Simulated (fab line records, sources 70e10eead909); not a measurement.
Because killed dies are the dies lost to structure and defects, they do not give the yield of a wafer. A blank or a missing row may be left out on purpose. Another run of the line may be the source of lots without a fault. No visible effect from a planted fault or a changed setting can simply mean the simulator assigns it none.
Which of the tools did it? | flow nand harc | 12 lots with 36 wafers sampled at 2 steps, on a route of 1302 steps

== WHAT THE GAUGES READ, wafer by wafer ==
NHARC_P_BONDPAD_INSPECT_23.
lot  | measured     | on                | raw defect count
L075 | day 7 07:55  | defect inspect-01 | 161 228 144
L077 | day 7 23:04  | defect inspect-02 | 243 298 296
L079 | day 8 23:07  | defect inspect-02 | 382 316 328
L081 | day 9 20:46  | defect inspect-01 | 298 442 274
L083 | day 10 16:42 | defect inspect-01 | 463 350 459
L086 | day 11 15:31 | defect inspect-02 | 411 426 379
L087 | day 12 03:01 | defect inspect-02 | 358 485 485
L089 | day 13 07:22 | defect inspect-01 | 297 288 158
L091 | day 13 23:19 | defect inspect-01 | 294 423 288
L093 | day 14 08:18 | defect inspect-01 | 104 130 125
L095 | day 15 08:13 | defect inspect-02 | 288 200 253
L097 | day 16 08:17 | defect inspect-02 | 492 189 325

== WHAT TOOL EACH LOT RAN ON (gives the tool, then ch and the chambers of the sampled wafers, and finally the start) ==
lot  | NHARC_P_BONDPAD_CMP_19
L075 | cmp-04 ch 1,2, day 7 07:24
L077 | cmp-02 ch 0,3, day 7 22:33
L079 | cmp-02 ch 0,2,3, day 8 22:35
L081 | cmp-01 ch 1,2, day 9 20:14
L083 | cmp-04 ch 0,1,2, day 10 16:13
L086 | cmp-01 ch 2,3, day 11 14:59
L087 | cmp-02 ch 0,1,2, day 12 02:35
L089 | cmp-01 ch 0,1,2, day 13 06:52
L091 | cmp-01 ch 0,1,2, day 13 22:46
L093 | cmp-01 ch 0,1,3, day 14 07:50
L095 | cmp-04 ch 0,2, day 15 07:43
L097 | cmp-02 ch 0,1, day 16 07:44
- NHARC_P_BONDPAD_CMP_19: polishes, t overpolish 30 s, cu recess touch 16 s, target thk 160.81 nm.

== THE ANSWER, worked out from the rows above alone ==
Rule: the usual values come from the lots themselves. Put in order of their means at a reading, lots are off if they are a third of the lots or fewer, leave a main group of 4 or more, and stand apart from it by a gap of 3 or more times the standard deviation of the main group's means; of several such gaps the widest counts. The tables above print the reading to a certain number of digits; a main group whose means all agree to those digits is not used. A lot without any number at a reading at which 4 lots or more have one is off too. Where the step has rows for the other lots, those lots are counted as sound.
No lot is off on any of the readings shown, so nothing can be concluded from this.

== WHAT THE SIMULATOR HAD INSERTED ==
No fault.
